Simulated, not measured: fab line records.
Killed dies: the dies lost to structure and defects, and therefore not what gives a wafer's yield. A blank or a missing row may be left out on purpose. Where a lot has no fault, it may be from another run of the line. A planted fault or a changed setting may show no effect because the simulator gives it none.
Struck lot and sound lot, side by side ; flow nand_harc ; 13 steps out of a route of 1302
Sound: the wafers L174.1, L174.2, L174.3. Wafers L173.1, L173.5, L173.6 were the ones struck. The cause is named last.
Per side, at each step with rows, come the tool, then ch with its chambers, and then its first start. Under that, the readings that differ: sound wafers ; struck wafers ; difference of the means ; sigmas: that difference in standard deviations of wafers without a fault.
alike: readings with means less than 2 such deviations apart, plus words and numbers identical on both sides. not compared: withheld readings, readings lacking a value on some wafer, bounds such as >300 that could conceal the same value, and numbers that have no deviation in the record and whose values overlap.
The two part at a step that has a row with sigmas, a row that says differs or no value, or rows on one side only. Numbers that have no deviation but don't overlap get no sigmas and don't part them. A reading missing from all wafers of one side parts the sides only when that side holds two or more wafers.

first, 4 steps without rows for these wafers: NHARC_A_STAIRCASE_PEB_182 (peb time 130 s); NHARC_A_STAIRCASE_DEVELOP_183 (time 140 s); NHARC_A_STAIRCASE_HARDBAKE_185 (time 140 s); NHARC_A_STAIRCASE_DESCUM_186 (chemistry O2, time 3 s).
NHARC_A_STAIRCASE_TRIM_187: chemistry O2, time 211.2 s.
  sound on rie_diel-04 ch 0,1,3, day 24 01:08; struck on rie_diel-08 ch 0,3, day 22 15:46
  alike: chamber_pressure_mTorr, drypump_motor_current_A, mfc_ar_sccm, oes_product_au, rf_vpp_V, showerhead_plenum_p_Torr, throttle_valve_pct
  not compared: rf_hours_counter_h
then, 1 step without rows for these wafers: NHARC_A_STAIRCASE_ETCH_188 (etches the open film in C4F8/O2, target depth 100 nm, time 40.5 s).
NHARC_A_STAIRCASE_TRIM_189: chemistry O2, time 211.2 s.
  sound: rie_diel-04 ch 1,2,3; struck: rie_diel-08 ch 1,2,3
  alike: chamber_pressure_mTorr, drypump_motor_current_A, mfc_ar_sccm, oes_product_au, rf_vpp_V, showerhead_plenum_p_Torr, throttle_valve_pct
  not compared: rf_hours_counter_h
NHARC_A_STAIRCASE_ETCH_190: etches the open film in C4F8/O2, target depth 100 nm, time 40.5 s.
  sound: rie_diel-04 ch 0,1,2; struck: rie_diel-08 ch 0,3
  alike: bias_w, chamber_pressure_mTorr, oes_product_au, rf_vpp_V
  not compared: rf_hours_counter_h
NHARC_A_STAIRCASE_TRIM_191: chemistry O2, time 211.2 s.
  sound: rie_diel-04 ch 0,1,3; struck: rie_diel-08 ch 1,2,3
  alike: chamber_pressure_mTorr, drypump_motor_current_A, mfc_ar_sccm, oes_product_au, rf_vpp_V, showerhead_plenum_p_Torr, throttle_valve_pct
  not compared: rf_hours_counter_h
NHARC_A_STAIRCASE_ETCH_192: etches the open film in C4F8/O2, target depth 100 nm, time 40.5 s.
  sound: rie_diel-04 ch 0,1,3; struck: rie_diel-08 ch 2,3
  alike: bias_w, chamber_pressure_mTorr, oes_product_au, rf_vpp_V
  not compared: rf_hours_counter_h
then, 1 step without rows for these wafers: NHARC_A_STAIRCASE_TRIM_193 (chemistry O2, time 211.2 s).
NHARC_A_STAIRCASE_ETCH_194: etches the open film in C4F8/O2, target depth 100 nm, time 40.5 s.
  sound on rie_diel-04 ch 0,2,3, day 24 01:59; struck on rie_diel-08 ch 0,1,3, day 22 16:44
  no value came back on the struck wafers for any of 5 readings (bias_w (W), chamber_pressure_mTorr (mTorr) and others); on the sound wafers bias_w (W) reads 1000.5 1003.0 997.9
-- break in the record here, with 8 days between the starts of the struck wafers on either side (left off in module A_STAIRCASE, picked up again in module END, where the first step shown is number 1302 on the route) --
NHARC_END_SORT_01:
  at this point the record logs the struck wafers (prober-02 ch 0, day 31 03:44) and has no rows for the sound ones

## WHERE THEY PART
Last at NHARC_END_SORT_01 as far as this record goes, first at NHARC_A_STAIRCASE_ETCH_194.

WHY: whatever the simulator had introduced
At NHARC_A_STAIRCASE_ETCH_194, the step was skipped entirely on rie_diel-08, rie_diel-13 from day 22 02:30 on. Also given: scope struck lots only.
